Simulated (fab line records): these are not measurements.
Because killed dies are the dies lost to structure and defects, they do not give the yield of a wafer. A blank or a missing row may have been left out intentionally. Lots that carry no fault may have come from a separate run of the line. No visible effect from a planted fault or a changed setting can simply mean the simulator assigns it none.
Which tool is to blame? / flow n5 finfet / 9 lots, 27 wafers sampled, at 5 steps of a route of 1938

WHAT THE GAUGES SHOWED, per wafer
N5_BEOL_M0_RS_MEAS_126: measures by four-point-probe. Usual: for M0_RS the level is 0.531 ohm/sq and the standard deviation is 0.016.
lot=L536; measured=day 6 05:09; on=film metro-01; M0_RS (ohm/sq)=0.553 0.537 0.515; flag=
lot=L539; measured=day 6 20:49; on=film metro-01; M0_RS (ohm/sq)=0.518 0.516 0.514; flag=
lot=L540; measured=day 7 12:45; on=film metro-02; M0_RS (ohm/sq)=0.537 0.516 0.519; flag=
lot=L542; measured=day 7 19:43; on=film metro-02; M0_RS (ohm/sq)=0.510 0.528 0.500; flag=
lot=L550; measured=day 9 17:31; on=film metro-02; M0_RS (ohm/sq)=0.547 0.568 0.569; flag=
lot=L549; measured=day 9 18:10; on=film metro-01; M0_RS (ohm/sq)=0.522 0.536 0.514; flag=
lot=L556; measured=day 11 02:09; on=film metro-02; M0_RS (ohm/sq)=0.533 0.521 0.519; flag=
lot=L557; measured=day 11 15:19; on=film metro-01; M0_RS (ohm/sq)=0.557 0.557 0.523; flag=
lot=L558; measured=day 11 17:04; on=film metro-02; M0_RS (ohm/sq)=0.537 0.534 0.513; flag=

N5_BEOL_M1_THK_MEAS_01. Usual: for M1_ILD_THK the level is 79.0 nm and the standard deviation is 1.
lot=L536; measured=day 6 05:17; on=film metro-02; M1_ILD_THK (nm)=78.6 79.3 80.5; flag=
lot=L539; measured=day 6 20:56; on=film metro-01; M1_ILD_THK (nm)=79.4 79.0 79.7; flag=
lot=L540; measured=day 7 12:53; on=film metro-02; M1_ILD_THK (nm)=77.5 78.3 79.2; flag=
lot=L542; measured=day 7 19:52; on=film metro-02; M1_ILD_THK (nm)=77.6 80.2 80.2; flag=
lot=L550; measured=day 9 17:38; on=film metro-01; M1_ILD_THK (nm)=77.7 78.5 78.7; flag=
lot=L549; measured=day 9 18:18; on=film metro-01; M1_ILD_THK (nm)=78.3 78.4 81.2; flag=
lot=L556; measured=day 11 02:17; on=film metro-02; M1_ILD_THK (nm)=80.0 78.2 80.9; flag=
lot=L557; measured=day 11 15:27; on=film metro-01; M1_ILD_THK (nm)=79.9 79.2 81.1; flag=
lot=L558; measured=day 11 17:11; on=film metro-02; M1_ILD_THK (nm)=78.2 77.8 79.2; flag=

N5_BEOL_M4_RC_MEAS_101. Usual: DIBL_N 36.5 mV/V, standard deviation 1.4; DIBL_P 36.9 mV/V, standard deviation 1.7; IOFF_N 0.163 nA/um, standard deviation 0.023; IOFF_P 0.22 nA/um, standard deviation 0.032; ION_N 673 uA/um, standard deviation 9; ION_P 462 uA/um, standard deviation 7.5; SS_N 71.6 mV/dec, standard deviation 0.54; SS_P 73.4 mV/dec, standard deviation 0.62; VT_N 249.8 mV, standard deviation 2.8; VT_P -250 mV, standard deviation 3.5.
lot=L536; measured=day 7 23:18; on=prober-01; DIBL_N (mV/V)=35.0 37.3 36.1; DIBL_P (mV/V)=35.9 38.7 37.2; IOFF_N (nA/um)=0.143 0.184 0.163; IOFF_P (nA/um)=0.21 0.26 0.23; ION_N (uA/um)=657 680 663; ION_P (uA/um)=457 468 460; SS_N (mV/dec)=71.2 71.9 72.0; SS_P (mV/dec)=73.6 74.2 73.8; VT_N (mV)=253.3 247.2 250.5; VT_P (mV)=-248 -245 -249; flag=
lot=L539; measured=day 8 20:10; on=prober-01; DIBL_N (mV/V)=37.6 37.0 36.0; DIBL_P (mV/V)=36.9 35.2 35.0; IOFF_N (nA/um)=0.182 0.159 0.147; IOFF_P (nA/um)=0.29 0.25 0.25; ION_N (uA/um)=679 663 675; ION_P (uA/um)=470 466 472; SS_N (mV/dec)=71.9 72.1 71.5; SS_P (mV/dec)=72.8 73.0 72.7; VT_N (mV)=247.3 249.2 251.0; VT_P (mV)=-242 -245 -243; flag=
lot=L540; measured=day 9 18:32; on=prober-02; DIBL_N (mV/V)=37.1 38.0 38.9; DIBL_P (mV/V)=37.7 39.2 40.3; IOFF_N (nA/um)=0.158 0.177 0.197; IOFF_P (nA/um)=0.21 0.23 0.26; ION_N (uA/um)=673 682 686; ION_P (uA/um)=458 465 460; SS_N (mV/dec)=71.7 71.6 72.0; SS_P (mV/dec)=73.4 73.7 74.4; VT_N (mV)=250.3 247.7 247.2; VT_P (mV)=-253 -250 -249; flag=
lot=L542; measured=day 9 18:59; on=prober-01; DIBL_N (mV/V)=36.0 37.8 37.8; DIBL_P (mV/V)=35.8 37.9 37.7; IOFF_N (nA/um)=0.153 0.184 0.179; IOFF_P (nA/um)=0.19 0.22 0.21; ION_N (uA/um)=673 667 684; ION_P (uA/um)=455 450 457; SS_N (mV/dec)=72.0 72.8 72.0; SS_P (mV/dec)=73.9 73.8 73.6; VT_N (mV)=249.3 247.4 245.8; VT_P (mV)=-253 -251 -253; flag=
lot=L550; measured=day 11 10:32; on=prober-01; DIBL_N (mV/V)=37.3 38.3 36.1; DIBL_P (mV/V)=38.5 39.0 36.6; IOFF_N (nA/um)=0.196 0.204 0.161; IOFF_P (nA/um)=0.24 0.25 0.22; ION_N (uA/um)=682 694 687; ION_P (uA/um)=462 464 469; SS_N (mV/dec)=71.8 71.9 70.9; SS_P (mV/dec)=74.2 74.2 74.0; VT_N (mV)=245.1 244.8 248.7; VT_P (mV)=-249 -248 -249; flag=
lot=L549; measured=day 11 18:47; on=prober-02; DIBL_N (mV/V)=36.8 38.4 37.9; DIBL_P (mV/V)=37.7 39.3 38.4; IOFF_N (nA/um)=0.165 0.190 0.181; IOFF_P (nA/um)=0.23 0.27 0.25; ION_N (uA/um)=676 678 676; ION_P (uA/um)=463 470 468; SS_N (mV/dec)=71.1 71.7 71.4; SS_P (mV/dec)=74.2 73.5 73.5; VT_N (mV)=250.1 249.8 249.2; VT_P (mV)=-249 -246 -249; flag=
lot=L556; measured=day 13 19:39; on=prober-01; DIBL_N (mV/V)=32.4 33.6 33.5; DIBL_P (mV/V)=32.4 34.1 33.6; IOFF_N (nA/um)=0.116 0.125 0.126; IOFF_P (nA/um)=0.17 0.18 0.17; ION_N (uA/um)=662 672 670; ION_P (uA/um)=457 472 458; SS_N (mV/dec)=70.1 70.4 70.2; SS_P (mV/dec)=72.2 72.7 72.0; VT_N (mV)=252.3 252.2 247.5; VT_P (mV)=-253 -251 -254; flag=
lot=L557; measured=day 13 21:52; on=prober-02; DIBL_N (mV/V)=37.4 35.0 37.4; DIBL_P (mV/V)=36.8 33.4 36.2; IOFF_N (nA/um)=0.154 0.117 0.156; IOFF_P (nA/um)=0.21 0.16 0.20; ION_N (uA/um)=669 668 664; ION_P (uA/um)=464 456 455; SS_N (mV/dec)=71.8 71.4 71.9; SS_P (mV/dec)=73.0 72.8 73.4; VT_N (mV)=251.2 254.7 252.8; VT_P (mV)=-249 -253 -249; flag=
lot=L558; measured=day 13 15:49; on=prober-02; DIBL_N (mV/V)=37.3 38.3 37.7; DIBL_P (mV/V)=36.0 37.0 35.6; IOFF_N (nA/um)=0.184 0.213 0.183; IOFF_P (nA/um)=0.25 0.29 0.25; ION_N (uA/um)=675 673 673; ION_P (uA/um)=464 460 462; SS_N (mV/dec)=71.8 71.7 72.7; SS_P (mV/dec)=73.7 74.9 74.1; VT_N (mV)=246.7 245.4 249.9; VT_P (mV)=-246 -246 -247; flag=

WHAT TOOL EACH LOT RAN ON (gives the tool, then ch and the chambers of the sampled wafers, and finally the start)
lot=L536; N5_BEOL_M1_ETCH_63=rie diel-06 ch 1,2,3, day 6 07:22; N5_BEOL_M1_ETCH_64=rie diel-06 ch 1,2,3, day 6 07:24
lot=L539; N5_BEOL_M1_ETCH_63=rie diel-01 ch 0,1,3, day 7 01:11; N5_BEOL_M1_ETCH_64=rie diel-01 ch 0,1,3, day 7 01:13
lot=L540; N5_BEOL_M1_ETCH_63=rie diel-01 ch 1,2,3, day 7 16:43; N5_BEOL_M1_ETCH_64=rie diel-01 ch 1,2,3, day 7 16:45
lot=L542; N5_BEOL_M1_ETCH_63=rie diel-01 ch 0,2,3, day 7 20:32; N5_BEOL_M1_ETCH_64=rie diel-01 ch 0,2,3, day 7 20:34
lot=L550; N5_BEOL_M1_ETCH_63=rie diel-06 ch 0,1,3, day 9 19:19; N5_BEOL_M1_ETCH_64=rie diel-06 ch 0,1,3, day 9 19:20
lot=L549; N5_BEOL_M1_ETCH_63=rie diel-06 ch 1,2,3, day 9 20:40; N5_BEOL_M1_ETCH_64=rie diel-06 ch 1,2,3, day 9 20:41
lot=L556; N5_BEOL_M1_ETCH_63=rie diel-06 ch 0,1,3, day 11 04:50; N5_BEOL_M1_ETCH_64=rie diel-06 ch 0,1,3, day 11 04:52
lot=L557; N5_BEOL_M1_ETCH_63=rie diel-01 ch 1,2, day 11 17:16; N5_BEOL_M1_ETCH_64=rie diel-01 ch 1,2, day 11 17:18
lot=L558; N5_BEOL_M1_ETCH_63=rie diel-01 ch 0,1,2, day 11 19:14; N5_BEOL_M1_ETCH_64=rie diel-01 ch 0,1,2, day 11 19:16
- N5_BEOL_M1_ETCH_63: etches SiARC in CF4, target depth 15.6 nm, time 26 s.
- N5_BEOL_M1_ETCH_64: etches SOC in N2/H2, target depth 75 nm, overetch 15 nm, time 112.5 s.

AS READ BY THE TOOLS THEMSELVES (means over the sampled wafers that have a number; for cases with no such wafer, the mark the record gives instead)
N5_BEOL_M1_ETCH_63. Usual: drypump motor current A 5.4 A (standard deviation 0.5); etch rf on time s 26.1 s (standard deviation 0.41); oes product au 0.64 a.u. (standard deviation 0.044); rf fwd power W 532.0 W (standard deviation 2.1); rf vpp V 183.7 V (standard deviation 1.2); showerhead plenum p Torr 2.10 Torr (standard deviation 0.075); throttle valve pct 15.61 % (standard deviation 0.19).
lot=L536; tool=rie diel-06; drypump motor current A (A)=5.2; etch rf on time s (s)=25.9; oes product au (a.u.)=0.63; rf fwd power W (W)=532.4; rf vpp V (V)=182.2; showerhead plenum p Torr (Torr)=2.06; throttle valve pct (%)=15.59; flag=
lot=L539; tool=rie diel-01; drypump motor current A (A)=5.3; etch rf on time s (s)=25.7; oes product au (a.u.)=0.64; rf fwd power W (W)=533.2; rf vpp V (V)=184.3; showerhead plenum p Torr (Torr)=2.12; throttle valve pct (%)=15.64; flag=
lot=L540; tool=rie diel-01; drypump motor current A (A)=5.6; etch rf on time s (s)=26.1; oes product au (a.u.)=0.61; rf fwd power W (W)=532.4; rf vpp V (V)=184.0; showerhead plenum p Torr (Torr)=2.16; throttle valve pct (%)=15.68; flag=
lot=L542; tool=rie diel-01; drypump motor current A (A)=5.8; etch rf on time s (s)=25.7; oes product au (a.u.)=0.64; rf fwd power W (W)=532.6; rf vpp V (V)=182.9; showerhead plenum p Torr (Torr)=2.09; throttle valve pct (%)=15.53; flag=
lot=L550; tool=rie diel-06; drypump motor current A (A)=5.4; etch rf on time s (s)=26.2; oes product au (a.u.)=0.62; rf fwd power W (W)=530.4; rf vpp V (V)=183.5; showerhead plenum p Torr (Torr)=2.08; throttle valve pct (%)=15.74; flag=
lot=L549; tool=rie diel-06; drypump motor current A (A)=5.2; etch rf on time s (s)=26.3; oes product au (a.u.)=0.62; rf fwd power W (W)=531.8; rf vpp V (V)=183.0; showerhead plenum p Torr (Torr)=2.05; throttle valve pct (%)=15.64; flag=
lot=L556; tool=rie diel-06; drypump motor current A (A)=5.4; etch rf on time s (s)=26.3; oes product au (a.u.)=0.61; rf fwd power W (W)=533.3; rf vpp V (V)=183.0; showerhead plenum p Torr (Torr)=2.07; throttle valve pct (%)=15.75; flag=
lot=L557; tool=rie diel-01; drypump motor current A (A)=5.2; etch rf on time s (s)=26.2; oes product au (a.u.)=0.60; rf fwd power W (W)=531.1; rf vpp V (V)=185.5; showerhead plenum p Torr (Torr)=2.18; throttle valve pct (%)=15.79; flag=
lot=L558; tool=rie diel-01; drypump motor current A (A)=5.5; etch rf on time s (s)=26.0; oes product au (a.u.)=0.61; rf fwd power W (W)=531.4; rf vpp V (V)=183.7; showerhead plenum p Torr (Torr)=2.10; throttle valve pct (%)=15.64; flag=

N5_BEOL_M1_ETCH_64. Usual: drypump motor current A 5.4 A, standard deviation 0.49; oes product au 0.59 a.u., standard deviation 0.037; rf fwd power W 836.6 W, standard deviation 2.7; rf vpp V 522.5 V, standard deviation 2.8; showerhead plenum p Torr 2.49 Torr, standard deviation 0.093; throttle valve pct 17.82 %, standard deviation 0.2.
lot=L536; tool=rie diel-06; drypump motor current A (A)=5.2; oes product au (a.u.)=0.59; rf fwd power W (W)=836.9; rf vpp V (V)=520.7; showerhead plenum p Torr (Torr)=2.43; throttle valve pct (%)=17.78; flag=
lot=L539; tool=rie diel-01; drypump motor current A (A)=5.3; oes product au (a.u.)=0.58; rf fwd power W (W)=834.3; rf vpp V (V)=522.4; showerhead plenum p Torr (Torr)=2.50; throttle valve pct (%)=17.86; flag=
lot=L540; tool=rie diel-01; drypump motor current A (A)=5.6; oes product au (a.u.)=0.56; rf fwd power W (W)=634.8; rf vpp V (V)=574.2; showerhead plenum p Torr (Torr)=2.56; throttle valve pct (%)=17.89; flag=OFF
lot=L542; tool=rie diel-01; drypump motor current A (A)=5.8; oes product au (a.u.)=0.59; rf fwd power W (W)=634.4; rf vpp V (V)=571.9; showerhead plenum p Torr (Torr)=2.47; throttle valve pct (%)=17.75; flag=OFF
lot=L550; tool=rie diel-06; drypump motor current A (A)=5.4; oes product au (a.u.)=0.57; rf fwd power W (W)=834.9; rf vpp V (V)=520.3; showerhead plenum p Torr (Torr)=2.46; throttle valve pct (%)=17.97; flag=
lot=L549; tool=rie diel-06; drypump motor current A (A)=5.2; oes product au (a.u.)=0.57; rf fwd power W (W)=836.5; rf vpp V (V)=520.3; showerhead plenum p Torr (Torr)=2.42; throttle valve pct (%)=17.83; flag=
lot=L556; tool=rie diel-06; drypump motor current A (A)=5.4; oes product au (a.u.)=0.57; rf fwd power W (W)=837.5; rf vpp V (V)=522.3; showerhead plenum p Torr (Torr)=2.45; throttle valve pct (%)=17.99; flag=
lot=L557; tool=rie diel-01; drypump motor current A (A)=5.2; oes product au (a.u.)=0.55; rf fwd power W (W)=834.2; rf vpp V (V)=525.8; showerhead plenum p Torr (Torr)=2.59; throttle valve pct (%)=17.94; flag=
lot=L558; tool=rie diel-01; drypump motor current A (A)=5.5; oes product au (a.u.)=0.57; rf fwd power W (W)=835.2; rf vpp V (V)=523.2; showerhead plenum p Torr (Torr)=2.49; throttle valve pct (%)=17.80; flag=

THE ANSWER, worked out from the rows above alone
Rule: take the mean of a lot's wafers that have a number; if it is more than 3 standard deviations from the usual mean, the lot is off. Also off: a lot with no number at a reading for which 4 or more lots have one. Where the step has rows for the other lots, those lots are counted as sound. First the gauges in route order, then the tools' own readings, where a lot's mean is used as printed above. The first step at which some lot is off is used, and at that step the reading that is off furthest; a lot without a number counts as furthest.
Off: L540, L542 (N5_BEOL_M1_ETCH_64, rf fwd power W).
If a tool, at that step or one of the process steps before it, ran each lot that is off and ran no sound lot following the first of them, it fits. Of those tried, none fits.

WHAT WAS PUT IN BY THE SIMULATOR
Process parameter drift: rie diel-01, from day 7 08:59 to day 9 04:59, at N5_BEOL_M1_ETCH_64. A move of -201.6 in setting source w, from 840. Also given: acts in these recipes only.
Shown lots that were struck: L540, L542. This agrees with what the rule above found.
